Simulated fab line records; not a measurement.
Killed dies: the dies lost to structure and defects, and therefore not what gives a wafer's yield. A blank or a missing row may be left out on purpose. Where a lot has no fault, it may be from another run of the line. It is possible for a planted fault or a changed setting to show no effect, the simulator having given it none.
Which tool did it?    flow nandHarc    Sampling: 12 lots, 36 wafers, 5 of 1159 route steps

== WHAT THE GAUGES SHOWED, per wafer ==
NHARC_END_SORT_01. Usual: killedAtArray 29, standard deviation 10; killedAtOther 0.7, standard deviation 1; killedAtPeriphery 3.7, standard deviation 2.6; killedDies 33, standard deviation 10; killedOpen 3.4, standard deviation 1.8; killedShort 1.8, standard deviation 1.3.
lot   measured      on         killedAtArray  killedAtOther  killedAtPeriphery  killedDies  killedOpen  killedShort  flag
L211  day 20 09:56  prober-01  17 27 21       0 2 3          1 1 5              18 30 29    1 2 5       1 1 5        
L216  day 21 03:55  prober-01  21 27 30       0 0 0          3 1 0              24 28 30    2 1 3       0 1 1        
L225  day 24 01:05  prober-02  20 24 24       0 0 0          3 6 2              23 30 26    3 4 3       2 2 2        

== TOOL THAT RAN EACH LOT (tool first, then ch and the chambers of the sampled wafers, then the start) ==
lot   NHARC_A_STAIRCASE_DESCUM_252       NHARC_A_STAIRCASE_ETCH_253         NHARC_A_STAIRCASE_DEP_301        NHARC_A_STAIRCASE_ETCH_313
L207  rieDiel-05 ch 0,2, day 11 19:40    rieDiel-05 ch 1,2,3, day 11 19:45  pecvd-04 ch 0,2, day 12 03:32    rieDiel-08 ch 0,3, day 12 04:40
L206  rieDiel-05 ch 0,2,3, day 11 22:09  rieDiel-05 ch 0,1,3, day 11 22:13  pecvd-04 ch 0,1,2, day 12 09:17  rieDiel-02 ch 0,1,2, day 12 10:20
L210  rieDiel-08 ch 1,2, day 12 02:45    rieDiel-08 ch 2,3, day 12 02:50    pecvd-03 ch 0,1,2, day 12 11:47  rieDiel-08 ch 0,2,3, day 12 12:50
L209  rieDiel-05 ch 0,2,3, day 12 06:37  rieDiel-05 ch 0,3, day 12 06:40    pecvd-03 ch 0,1, day 12 14:45    rieDiel-05 ch 0,2,3, day 12 15:39
L211  rieDiel-08 ch 0,2,3, day 12 07:10  rieDiel-08 ch 0,2,3, day 12 07:16  pecvd-03 ch 0,1,2, day 12 16:11  rieDiel-08 ch 1,2,3, day 12 17:04
L216  rieDiel-05 ch 2,3, day 13 14:28    rieDiel-05 ch 0,1, day 13 14:34    pecvd-03 ch 0,1,2, day 14 00:20  rieDiel-08 ch 2,3, day 14 01:20
L226  rieDiel-02 ch 0,1,2, day 15 23:55  rieDiel-02 ch 0,1, day 15 23:59    pecvd-02 ch 0,2, day 16 10:07    rieDiel-08 ch 1,2, day 16 11:13
L224  rieDiel-08 ch 0,1,3, day 16 01:13  rieDiel-08 ch 0,1,2, day 16 01:19  pecvd-03 ch 0,2, day 16 12:43    rieDiel-08 ch 2,3, day 16 13:41
L225  rieDiel-08 ch 0,1,3, day 16 01:52  rieDiel-08 ch 1,3, day 16 01:57    pecvd-03 ch 0,1,2, day 16 12:26  rieDiel-02 ch 0,1, day 16 13:29
L227  rieDiel-05 ch 0,1,2, day 16 10:53  rieDiel-05 ch 2,3, day 16 10:58    pecvd-03 ch 0,1,2, day 16 20:04  rieDiel-02 ch 0,1,3, day 16 21:05
L228  rieDiel-08 ch 0,3, day 16 14:08    rieDiel-08 ch 0,1, day 16 14:28    pecvd-03 ch 0,1, day 16 22:23    rieDiel-08 ch 1,2, day 16 23:25
L229  rieDiel-05 ch 2,3, day 17 01:59    rieDiel-05 ch 1,2, day 17 02:05    pecvd-02 ch 0,1, day 17 10:13    rieDiel-05 ch 1,2,3, day 17 11:08
- NHARC_A_STAIRCASE_DESCUM_252: chemistry O2, time 3 s.
- NHARC_A_STAIRCASE_ETCH_253: etches the open film in C4F8/O2, target depth 50 nm, time 20.2 s.
- NHARC_A_STAIRCASE_DEP_301: deposits SiON, target thk 30 nm.
- NHARC_A_STAIRCASE_ETCH_313: etches the open film in CF4/CHF3.

== WHAT THE TOOLS THEMSELVES READ (means of the sampled wafers that have a number; where no wafer has one, the mark that the record gives instead) ==
NHARC_A_STAIRCASE_DESCUM_252. Usual: drypumpMotorCurrentA 5.8 A, standard deviation 0.48; oesProductAu 1.002 a.u., standard deviation 0.01; rfVppV 57.7 V, standard deviation 0.89; showerheadPlenumPTorr 1.88 Torr, standard deviation 0.09; throttleValvePct 11.312 %, standard deviation 0.0093.
lot   tool        drypumpMotorCurrentA (A)  oesProductAu (a.u.)  rfVppV (V)  showerheadPlenumPTorr (Torr)  throttleValvePct (%)  flag
L207  rieDiel-05  6.2                       1.013                57.6        1.97                          11.308                
L206  rieDiel-05  5.7                       0.998                58.4        1.91                          11.314                
L210  rieDiel-08  6.4                       1.004                57.4        1.79                          11.306                
L209  rieDiel-05  5.7                       0.997                57.4        1.90                          11.312                
L211  rieDiel-08  6.0                       1.012                57.7        1.82                          11.311                
L216  rieDiel-05  5.8                       1.006                58.5        1.99                          11.317                
L226  rieDiel-02  5.9                       1.000                56.9        1.87                          11.318                
L224  rieDiel-08  6.1                       0.998                57.6        1.81                          11.313                
L225  rieDiel-08  6.1                       0.993                57.7        1.81                          11.307                
L227  rieDiel-05  6.1                       0.998                57.9        1.89                          11.318                
L228  rieDiel-08  5.9                       1.000                57.4        1.81                          11.308                
L229  rieDiel-05  5.3                       0.994                57.4        1.92                          11.312                

NHARC_A_STAIRCASE_ETCH_253. Usual: oesProductAu 0.957 a.u., standard deviation 0.023; rfVppV 893 V, standard deviation 5.6.
lot   tool        oesProductAu (a.u.)  rfVppV (V)  flag
L207  rieDiel-05  0.949                896         
L206  rieDiel-05  0.976                890         
L210  rieDiel-08  0.990                889         
L209  rieDiel-05  0.959                889         
L211  rieDiel-08  0.966                890         
L216  rieDiel-05  0.917                889         
L226  rieDiel-02  0.972                894         
L224  rieDiel-08  0.921                894         
L225  rieDiel-08  0.914                891         
L227  rieDiel-05  0.972                900         
L228  rieDiel-08  0.952                888         
L229  rieDiel-05  0.979                900         

NHARC_A_STAIRCASE_DEP_301. Usual: heaterPowerW 714 W, standard deviation 88; rfFwdPowerW 348.7 W, standard deviation 1; showerheadVppV 1122 V, standard deviation 40.
lot   tool      heaterPowerW (W)  rfFwdPowerW (W)  showerheadVppV (V)  flag
L207  pecvd-04  656               349.1            1104                
L206  pecvd-04  714               348.8            1103                
L210  pecvd-03  711               349.8            1125                
L209  pecvd-03  688               349.3            1084                
L211  pecvd-03  769               348.2            1115                
L216  pecvd-03  716               301.9            1029                OFF
L226  pecvd-02  668               348.1            1178                
L224  pecvd-03  717               348.4            1150                
L225  pecvd-03  668               348.7            1121                
L227  pecvd-03  670               348.4            1119                
L228  pecvd-03  724               350.2            1129                
L229  pecvd-02  830               348.3            1155                

NHARC_A_STAIRCASE_ETCH_313. Usual: drypumpMotorCurrentA 5.9 A, standard deviation 0.46; oesProductAu 0.946 a.u., standard deviation 0.021; rfVppV 369.9 V, standard deviation 2.5; showerheadPlenumPTorr 1.55 Torr, standard deviation 0.075; throttleValvePct 16.803 %, standard deviation 0.0094.
lot   tool        drypumpMotorCurrentA (A)  oesProductAu (a.u.)  rfVppV (V)  showerheadPlenumPTorr (Torr)  throttleValvePct (%)  flag
L207  rieDiel-08  5.9                       0.951                368.7       1.50                          16.794                
L206  rieDiel-02  5.9                       0.918                370.1       1.55                          16.807                
L210  rieDiel-08  5.9                       0.983                367.6       1.50                          16.797                
L209  rieDiel-05  5.7                       0.929                370.0       1.57                          16.789                
L211  rieDiel-08  6.2                       0.958                368.4       1.50                          16.811                
L216  rieDiel-08  6.0                       0.974                371.0       1.60                          16.806                
L226  rieDiel-08  6.1                       0.931                371.8       1.62                          16.807                
L224  rieDiel-08  6.0                       0.962                372.9       1.64                          16.799                
L225  rieDiel-02  5.9                       0.932                370.8       1.57                          16.806                
L227  rieDiel-02  5.6                       0.973                370.7       1.58                          16.793                
L228  rieDiel-08  6.2                       0.957                372.3       1.62                          16.807                
L229  rieDiel-05  5.7                       0.956                371.2       1.57                          16.804                

== THE ANSWER, worked out from the rows above alone ==
Rule: take the mean of a lot's wafers that have a number; if it is more than 3 standard deviations from the usual mean, the lot is off. A lot without any number at a reading at which 4 lots or more have one is off too. Any other lot the step has rows for is counted as sound. Order of review: gauges by route order, followed by the tools' own readings, for which a lot's mean as printed above is used. The first step at which some lot is off is used, and at that step the reading that is off furthest; a lot without a number counts as furthest.
Off at NHARC_A_STAIRCASE_DEP_301 (rfFwdPowerW): L216.
A tool fits if, at that step or a process step before it, it ran every lot that is off, and no sound lot after the first of them. No candidate that was tried fits.

== WHAT WAS PUT IN BY THE SIMULATOR ==
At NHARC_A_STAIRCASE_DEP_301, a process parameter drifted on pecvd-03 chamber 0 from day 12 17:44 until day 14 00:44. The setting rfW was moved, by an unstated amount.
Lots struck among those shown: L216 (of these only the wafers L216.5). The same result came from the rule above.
